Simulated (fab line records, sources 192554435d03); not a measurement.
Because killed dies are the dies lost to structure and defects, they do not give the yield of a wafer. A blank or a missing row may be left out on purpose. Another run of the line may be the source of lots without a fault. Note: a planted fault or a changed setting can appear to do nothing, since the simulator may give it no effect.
fab line records ; flow n5_finfet ; part 2 of 2: steps 20 to 31 of 31
record lots=5; wafers=15; last_day=16
route steps=1938 shown BEOL_M13@1692 BEOL_M14@1716
lots with no fault: from the same line, run without faults
start_h: hours from the record's first day to the start of the lot's first wafer shown ; wait_h: time in hours since the lot's previous step ; " as in the row above ; L1.1+2: several wafers, shown together as one row ; - no value, or no start given ; * or withheld: withheld ; < > ~ a bound
route shown NAME@n: names a module that has steps shown in the file, with the first one's number in the route ; usual: the fault-free wafers' mean and standard deviation ; same: alike in all rows ; chamber/n: place in a boat ; sites: each site's reading ; _std_site: how widely they spread, as a standard deviation ; _edge_site: inner sites' mean taken away from outer sites' mean ; radius_mm: for every site, how far away it sits from the centre of the wafer ; mask NAME#n: copy n ; behind: the last tool/chamber to shape the wafer ; hold: cause of the lot's hold/its duration in hours/its outcome ; device: which transistor (n, p or np) failed to switch ; end of line: tests run on the same wafers once the route is complete ; for a step that has no rows: nothing shown but its recipe ; killed: dies that structure and defects cost at the first sort, which is not the same as the wafer's yield ; map: the dies of a wafer, with x for killed, . for not killed, _ for no die there
set.NAME: the setting that was run; set.NAME@STEP: the one run at that earlier step ; model.NAME: the simulator's own value behind a step, which no gauge read
lots at some steps of the route; a table a step, a row a wafer
services: from which hour (start_h, from the record's first day; less than 0 if before it) a tool's chamber was out of use, for how many hours, and why
## steps
# step N5_BEOL_M13_THK_MEAS_50
# recipe thk_meas_gauge=xrf; reads=Cu_of_BEOL_M13_ECD_47
# usual M13_THK=424/6.4
lot.wafer;tool;chamber;start_h;wait_h;M13_THK[nm]
L076.1;film_metro-02;-;267.69;-;423
L076.4;film_metro-02;-;267.69;-;424
L076.6;film_metro-02;-;267.69;-;428
L086.2;film_metro-01;-;331.41;-;417
L086.5;film_metro-01;-;331.41;-;429
L086.6;film_metro-01;-;331.41;-;432
L091.1;film_metro-01;-;333.57;-;429
L091.4;film_metro-01;-;333.57;-;427
L091.6;film_metro-01;-;333.57;-;425
L088.1;film_metro-01;-;337.73;-;425
L088.2;film_metro-01;-;337.73;-;423
L088.4;film_metro-01;-;337.73;-;421
L094.2;film_metro-01;-;365.71;-;422
L094.3;film_metro-01;-;365.71;-;431
L094.5;film_metro-01;-;365.71;-;431
# step N5_BEOL_M13_PRE_CLEAN_52
# recipe gas=NH3; time_s=15; temp_c=withheld; rf_power_w=300
lot.wafer;tool;chamber;start_h;wait_h
L076.1+4+6;pecvd-01;2,2,1;267.73;0.0
L086.2+5+6;pecvd-02;1,0,1;331.45;0.0
L091.1+4+6;pecvd-01;1,2,1;333.61;0.0
L088.1+2+4;pecvd-02;0,2,1;337.77;0.0
L094.2+3+5;pecvd-02;0,2,0;365.75;0.0
# step N5_BEOL_M13_DEP_53
# recipe material=SiCN; target_thk_a=500; temp_c=withheld; precursor=3MS/NH3; pressure_torr=3; rf_w=675; time_s=17.8
# usual chamber_pressure_Torr=3.001/0.0062; showerhead_plenum_p_Torr=4.160/0.02; throttle_valve_pct=18.1/0.94
lot.wafer;tool;chamber;start_h;wait_h;chamber_pressure_Torr;showerhead_plenum_p_Torr;throttle_valve_pct
L076.1;pecvd-01;2;267.75;0.0;3.003;4.154;17.4
L076.4;pecvd-01;2;267.75;0.0;3.001;4.154;17.2
L076.6;pecvd-01;1;267.75;0.0;2.994;4.155;20.6
L086.2;pecvd-02;1;331.48;0.0;3.007;4.154;17.5
L086.5;pecvd-02;0;331.48;0.0;3.000;4.147;18.4
L086.6;pecvd-02;1;331.48;0.0;2.997;4.153;17.4
L091.1;pecvd-01;1;333.64;0.0;2.999;4.159;20.3
L091.4;pecvd-01;2;333.64;0.0;2.987;4.158;17.2
L091.6;pecvd-01;1;333.64;0.0;2.995;4.149;20.6
L088.1;pecvd-02;0;337.79;0.0;2.997;4.139;18.1
L088.2;pecvd-02;2;337.79;0.0;3.014;4.180;17.7
L088.4;pecvd-02;1;337.79;0.0;2.999;4.156;17.4
L094.2;pecvd-02;0;365.77;0.0;2.995;4.141;18.3
L094.3;pecvd-02;2;365.77;0.0;2.990;4.189;17.8
L094.5;pecvd-02;0;365.77;0.0;2.997;4.144;18.5
# step N5_BEOL_M13_RS_MEAS_54
# recipe thk_meas_gauge=four-point-probe; reads=Cu_of_BEOL_M13_ECD_47+Ta_of_BEOL_M13_SPUTTER_44+TaN_of_BEOL_M13_SPUTTER_43
# usual M13_RS=0.0453/0.00065
lot.wafer;tool;chamber;start_h;wait_h;M13_RS[ohm/sq]
L076.1;film_metro-02;-;267.82;0.0;0.0452
L076.4;film_metro-02;-;267.82;0.0;0.0451
L076.6;film_metro-02;-;267.82;0.0;0.0451
L086.2;film_metro-01;-;331.54;0.1;0.0466
L086.5;film_metro-01;-;331.54;0.1;0.0453
L086.6;film_metro-01;-;331.54;0.1;0.0450
L091.1;film_metro-01;-;333.70;0.0;0.0451
L091.4;film_metro-01;-;333.70;0.0;0.0453
L091.6;film_metro-01;-;333.70;0.0;0.0458
L088.1;film_metro-01;-;337.86;0.0;0.0452
L088.2;film_metro-01;-;337.86;0.0;0.0451
L088.4;film_metro-01;-;337.86;0.0;0.0455
L094.2;film_metro-02;-;365.84;0.1;0.0460
L094.3;film_metro-02;-;365.84;0.1;0.0452
L094.5;film_metro-02;-;365.84;0.1;0.0454
# step N5_BEOL_M13_INSPECT_55
# recipe inspect_instrument=darkfield; mode=post_dep
# usual raw_defect_count=71/29
lot.wafer;tool;chamber;start_h;wait_h;raw_defect_count
L076.1;defect_inspect-01;-;267.85;0.0;56
L076.4;defect_inspect-01;-;267.85;0.0;30
L076.6;defect_inspect-01;-;267.85;0.0;25
L086.2;defect_inspect-02;-;331.57;0.0;78
L086.5;defect_inspect-02;-;331.57;0.0;66
L086.6;defect_inspect-02;-;331.57;0.0;78
L091.1;defect_inspect-02;-;333.73;0.0;56
L091.4;defect_inspect-02;-;333.73;0.0;68
L091.6;defect_inspect-02;-;333.73;0.0;65
L088.1;defect_inspect-02;-;337.88;0.0;55
L088.2;defect_inspect-02;-;337.88;0.0;66
L088.4;defect_inspect-02;-;337.88;0.0;30
L094.2;defect_inspect-01;-;365.87;0.0;42
L094.3;defect_inspect-01;-;365.87;0.0;21
L094.5;defect_inspect-01;-;365.87;0.0;31
# step N5_BEOL_M14_ILD_DEP_00
# recipe material=SiO2; target_thk_a=11193; temp_c=400; precursor=TEOS/O2; pressure_torr=6.5; rf_w=900; teos_flow_sccm=161.4; gas=O2; flow_sccm=2650; time_s=237.4
# usual chamber_pressure_Torr=6.501/0.014; heater_power_w=559/100; showerhead_plenum_p_Torr=8.35/0.031; throttle_valve_pct=19.0/1.3
lot.wafer;tool;chamber;start_h;wait_h;chamber_pressure_Torr;heater_power_w;showerhead_plenum_p_Torr;throttle_valve_pct
L076.1;pecvd-01;2;267.88;0.0;6.498;537;8.35;17.6
L076.4;pecvd-01;2;267.88;0.0;6.519;570;8.32;17.8
L076.6;pecvd-01;1;267.88;0.0;6.512;710;8.34;21.1
L086.2;pecvd-01;2;331.61;0.0;6.479;495;8.35;17.8
L086.5;pecvd-01;1;331.61;0.0;6.519;576;8.29;21.0
L086.6;pecvd-01;2;331.61;0.0;6.498;596;8.34;17.8
L091.1;pecvd-04;0;333.77;0.0;6.505;368;8.35;20.5
L091.4;pecvd-04;0;333.77;0.0;6.482;406;8.37;20.5
L091.6;pecvd-04;1;333.77;0.0;6.514;554;8.36;20.0
L088.1;pecvd-01;1;337.92;0.0;6.477;707;8.33;21.3
L088.2;pecvd-01;0;337.92;0.0;6.478;700;8.33;18.4
L088.4;pecvd-01;2;337.92;0.0;6.496;449;8.37;17.9
L094.2;pecvd-04;1;365.90;0.0;6.495;681;8.39;20.0
L094.3;pecvd-04;2;365.90;0.0;6.492;496;8.35;17.4
L094.5;pecvd-04;2;365.90;0.0;6.528;361;8.37;17.4
# step N5_BEOL_M14_THK_MEAS_01
# recipe reads=SiO2_of_BEOL_M14_ILD_DEP_00
# usual M14_ILD_THK=1117/18
lot.wafer;tool;chamber;start_h;wait_h;M14_ILD_THK[nm]
L076.1;film_metro-01;-;268.07;0.1;1095
L076.4;film_metro-01;-;268.07;0.1;1123
L076.6;film_metro-01;-;268.07;0.1;1134
L086.2;film_metro-01;-;331.87;0.2;1079
L086.5;film_metro-01;-;331.87;0.2;1144
L086.6;film_metro-01;-;331.87;0.2;1100
L091.1;film_metro-01;-;333.96;0.1;1135
L091.4;film_metro-01;-;333.96;0.1;1130
L091.6;film_metro-01;-;333.96;0.1;1158
L088.1;film_metro-02;-;338.11;0.1;1126
L088.2;film_metro-02;-;338.11;0.1;1110
L088.4;film_metro-02;-;338.11;0.1;1102
L094.2;film_metro-02;-;366.09;0.1;1110
L094.3;film_metro-02;-;366.09;0.1;1108
L094.5;film_metro-02;-;366.09;0.1;1119
# step N5_BEOL_M14_COAT_58
# recipe resist=BARC; temp_c=205; time_s=60; spin_rpm=1500; resist_thk_nm=89
lot.wafer;tool;chamber;start_h;wait_h
L076.1+4+6;litho_track-04;0;268.11;0.0
L086.2+5+6;litho_track-01;0;331.91;0.0
L091.1+4+6;litho_track-01;0;333.99;0.0
L088.1+2+4;litho_track-04;0;338.14;0.0
L094.2+3+5;litho_track-03;0;366.13;0.0
# step N5_BEOL_M14_COAT_04
# recipe spin_rpm=1704; resist_thk_nm=800
lot.wafer;tool;chamber;start_h;wait_h
L076.1+4+6;litho_track-04;0;-;-
L086.2+5+6;litho_track-01;0;-;-
L091.1+4+6;litho_track-01;0;-;-
L088.1+2+4;litho_track-04;0;-;-
L094.2+3+5;litho_track-03;0;-;-
# step N5_BEOL_M14_EBR_06
# recipe solvent=PGMEA; ebr_width_mm=1.5
lot.wafer;tool;chamber;start_h;wait_h
L076.1+4+6;litho_track-04;0;-;-
L086.2+5+6;litho_track-01;0;-;-
L091.1+4+6;litho_track-01;0;-;-
L088.1+2+4;litho_track-04;0;-;-
L094.2+3+5;litho_track-03;0;-;-
# step N5_BEOL_M14_SOFTBAKE_05
# recipe temp_c=130; time_s=60
lot.wafer;tool;chamber;start_h;wait_h
L076.1+4+6;litho_track-04;0;-;-
L086.2+5+6;litho_track-01;0;-;-
L091.1+4+6;litho_track-01;0;-;-
L088.1+2+4;litho_track-04;0;-;-
L094.2+3+5;litho_track-03;0;-;-
# step N5_BEOL_M14_EXPOSE_07
# recipe mask_id=V13; na=0.8; source_shape=annular; sigma_inner=0.5; sigma_outer=0.8; polarization=unpolarized; attpsm_phase_deg=180; dose_mj=57
lot.wafer;tool;chamber;start_h;wait_h;mask
L076.1+4+6;krf_scanner-01;0;268.20;-;V13#0
L086.2+5+6;krf_scanner-02;0;332.01;-;V13#0
L091.1+4+6;krf_scanner-02;0;334.09;-;V13#0
L088.1+2+4;krf_scanner-01;0;338.24;-;V13#0
L094.2+3+5;krf_scanner-01;0;366.23;-;V13#0
## services
tool;chamber;start_h;hours;kind
cmp-02;-;245.99;3.0;repair
krf_scanner-02;-;252.01;4.4;pm
cmp-02;-;263.63;1.8;repair
pecvd-04;-;275.15;6.0;pm
pecvd-02;2;276.66;6.6;repair
pvd_sputter-02;-;285.64;5.0;repair
pecvd-02;-;286.30;0.9;repair
rie_diel-02;2;286.38;3.2;repair
krf_scanner-01;-;292.33;0.8;pm
plasma_asher-02;-;293.46;2.6;repair
krf_scanner-01;-;294.42;0.8;pm
krf_scanner-01;-;296.04;2.2;repair
krf_scanner-02;-;300.13;0.8;pm
cmp-02;-;304.06;5.2;repair
cmp-02;-;312.51;2.7;repair
pecvd-01;1;320.58;8.3;repair
rie_diel-03;3;322.36;15.4;repair
cmp-02;-;323.23;0.9;repair
krf_scanner-01;-;328.22;0.2;repair
rie_diel-03;1;337.77;14.5;repair
cmp-03;-;338.32;1.5;repair
pvd_sputter-03;-;338.72;1.8;repair
krf_scanner-01;-;341.14;1.0;pm
ecd_cu-02;-;360.26;2.1;repair
